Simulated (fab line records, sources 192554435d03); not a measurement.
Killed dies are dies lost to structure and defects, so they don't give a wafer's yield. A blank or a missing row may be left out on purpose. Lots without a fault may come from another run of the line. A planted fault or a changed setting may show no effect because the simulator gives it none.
Chamber matching | flow n5_finfet | N5_HKMG_FIN_STRIP_92 on rie_diel-05: 4 sister chambers
The step strips SOC in N2/H2, time 20 s. 4 wafers are shown with their chamber, then 7 later ones without.

WAFERS WITH THEIR CHAMBER
wafer  | chamber | showerhead_plenum_p_Torr (Torr)
L082.6 | 2       | 3.39
L083.2 | 1       | 3.30
L084.1 | 0       | 3.26
L084.3 | 3       | 3.33

WAFERS WITHOUT THEIR CHAMBER
wafer  | showerhead_plenum_p_Torr (Torr)
L084.5 | 3.33
L095.1 | 3.29
L095.3 | 3.37
L095.4 | 3.25
L096.3 | 3.28
L096.4 | 3.25
L096.6 | 3.28

WHICH CHAMBER EACH WENT THROUGH
wafer  | from the rows above     | in truth
L084.5 | 3                       | 3
L095.1 | can't be placed: 1 or 0 | 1
L095.3 | can't be placed: 2 or 3 | 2
L095.4 | 0                       | 0
L096.3 | can't be placed: 0 or 1 | 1
L096.4 | 0                       | 0
L096.6 | can't be placed: 0 or 1 | 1
Placed correctly: 3 of 7. Can't be placed from these rows: 4 (the true chamber is among the candidates in 4). Placed wrongly: 0.
How it was worked out, from the rows above alone: a wafer's distance from a chamber is the root of the sum, over the readings, of the square of ((its reading less the chamber's mean) divided by the reading's scatter). The wafer belongs to the nearest chamber; if the next one is less than 2 further off, it can't be placed. A chamber's mean is the mean of its shown wafers. The scatter: with one shown wafer a chamber, the root of the mean of the squares of how far each hidden wafer lies from its nearest shown one.
